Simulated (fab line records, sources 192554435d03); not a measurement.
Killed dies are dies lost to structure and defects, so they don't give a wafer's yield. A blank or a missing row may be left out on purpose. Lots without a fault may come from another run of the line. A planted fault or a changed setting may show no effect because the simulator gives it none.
One fault seen from 2 desks | flow n5_finfet | each desk has only its own numbers; what lay behind them comes last

THE TOOL OWNER'S DESK: rie_diel-02
The tool's own readings at N5_SD_EPI_N_ETCH_35 (etches SOC in N2/H2, overetch 108 nm, time 486 s): means of the sampled wafers that have a number, for each lot that ran on this tool. A lot is out of limits, marked OUT, if its mean lies more than 4 standard deviations from the usual mean; the brackets give that distance.
Columns: A = drypump_motor_current_A at N5_SD_EPI_N_ETCH_35, usual 6.0 A; B = n2_flow_sccm at N5_SD_EPI_N_ETCH_35, usual 199.9 sccm; C = oes_product_au at N5_SD_EPI_N_ETCH_35, usual 0.69 a.u.; D = rf_vpp_V at N5_SD_EPI_N_ETCH_35, usual 241.1 V; E = showerhead_plenum_p_Torr at N5_SD_EPI_N_ETCH_35, usual 2.56 Torr; F = throttle_valve_pct at N5_SD_EPI_N_ETCH_35, usual 23.8 %
lot  | first seen here | A   | B     | C    | D     | E    | F
L352 | day 3 19:44     | 5.8 | 200.1 | 0.72 | 240.2 | 2.53 | 24.0
L354 | day 4 09:04     | 6.4 | 200.2 | 0.60 | 240.4 | 2.48 | 23.6
L360 | day 5 21:43     | 6.0 | 199.9 | 0.68 | 241.4 | 2.64 | 23.7
This desk's finding: nothing out of limits on any of the 3 lots.

THE METROLOGY DESK
What the gauges read, lot by lot, whatever tool the lot ran on: means of the sampled wafers that have a number. A lot is out of limits, marked OUT, if its mean lies more than 4 standard deviations from the usual mean; the brackets give that distance. Of its 10 readings 7 are shown: those that lie furthest out on some lot.
Columns: A = DIBL_N at N5_BEOL_M4_RC_MEAS_101, usual 36.3 mV/V; B = DIBL_P at N5_BEOL_M4_RC_MEAS_101, usual 36.5 mV/V; C = ION_N at N5_BEOL_M4_RC_MEAS_101, usual 677 uA/um; D = ION_P at N5_BEOL_M4_RC_MEAS_101, usual 466 uA/um; E = SS_N at N5_BEOL_M4_RC_MEAS_101, usual 71.5 mV/dec; F = SS_P at N5_BEOL_M4_RC_MEAS_101, usual 73.2 mV/dec; G = VT_P at N5_BEOL_M4_RC_MEAS_101, usual -248.9 mV
lot  | first seen here | A    | B    | C   | D   | E    | F    | G
L352 | day 9 09:29     | 37.6 | 37.9 | 672 | 459 | 72.4 | 73.5 | -249.4
L355 | day 10 13:51    | 36.7 | 36.1 | 672 | 463 | 71.9 | 73.3 | -249.8
L354 | day 10 15:33    | 37.2 | 37.6 | 685 | 465 | 71.8 | 74.4 | -250.3
L360 | day 11 08:52    | 35.5 | 34.3 | 685 | 470 | 70.9 | 73.0 | -248.0
This desk's finding: nothing out of limits on any of the 4 lots.

PUT TOGETHER
The tool owner's desk saw nothing out of limits.
The metrology desk saw nothing out of limits.

WHAT THE SIMULATOR HAD PUT IN
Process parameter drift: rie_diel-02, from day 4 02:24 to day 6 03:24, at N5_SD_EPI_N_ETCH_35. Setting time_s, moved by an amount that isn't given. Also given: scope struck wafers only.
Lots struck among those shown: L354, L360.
